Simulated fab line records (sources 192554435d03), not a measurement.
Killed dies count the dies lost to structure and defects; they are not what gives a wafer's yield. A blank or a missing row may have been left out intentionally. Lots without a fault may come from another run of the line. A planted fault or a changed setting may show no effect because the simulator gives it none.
Matching of chambers | flow n5Finfet | N5_BEOL_M1_ETCHBACK_99 on rieDiel-04: 4 sister chambers
The step etches SiO2 in CHF3, target depth 5 nm, time 10.4 s. 4 wafers are shown with their chamber, then 11 later ones without.

EACH WAFER AND ITS CHAMBER
wafer  | chamber | showerheadPlenumPTorr (Torr)
L081.3 | 1       | 2.22
L089.5 | 0       | 2.09
L089.6 | 3       | 2.16
L091.1 | 2       | 2.09

WAFERS MISSING THEIR CHAMBER
wafer  | showerheadPlenumPTorr (Torr)
L091.4 | 2.09
L091.5 | 2.09
L094.1 | 2.09
L094.4 | 2.09
L094.5 | 2.15
L095.2 | 2.15
L095.4 | 2.09
L095.6 | 2.09
L096.1 | 2.21
L096.5 | 2.09
L096.6 | 2.15

CHAMBER TAKEN BY EACH
wafer  | from the rows above     | in truth
L091.4 | can't be placed: 0 or 2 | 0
L091.5 | can't be placed: 0 or 2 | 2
L094.1 | can't be placed: 0 or 2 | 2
L094.4 | can't be placed: 0 or 2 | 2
L094.5 | 3                       | 3
L095.2 | 3                       | 3
L095.4 | can't be placed: 0 or 2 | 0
L095.6 | can't be placed: 0 or 2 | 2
L096.1 | 1                       | 1
L096.5 | can't be placed: 0 or 2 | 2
L096.6 | 3                       | 3
Correct placement for 4 of the 11. Can't be placed from these rows: 7 (the true chamber is among the candidates in 7). 0 placed wrongly.
How it was worked out, from the rows above alone: a wafer's distance from a chamber is the root of the sum, over the readings, of the square of ((its reading less the chamber's mean) divided by the reading's scatter). The wafer belongs to the nearest chamber; if the next one is less than 2 further off, it can't be placed. For every chamber, the mean is computed from those of its wafers that are shown. The scatter: root of mean squared gap, hidden wafer to nearest shown wafer, with one shown wafer a chamber.
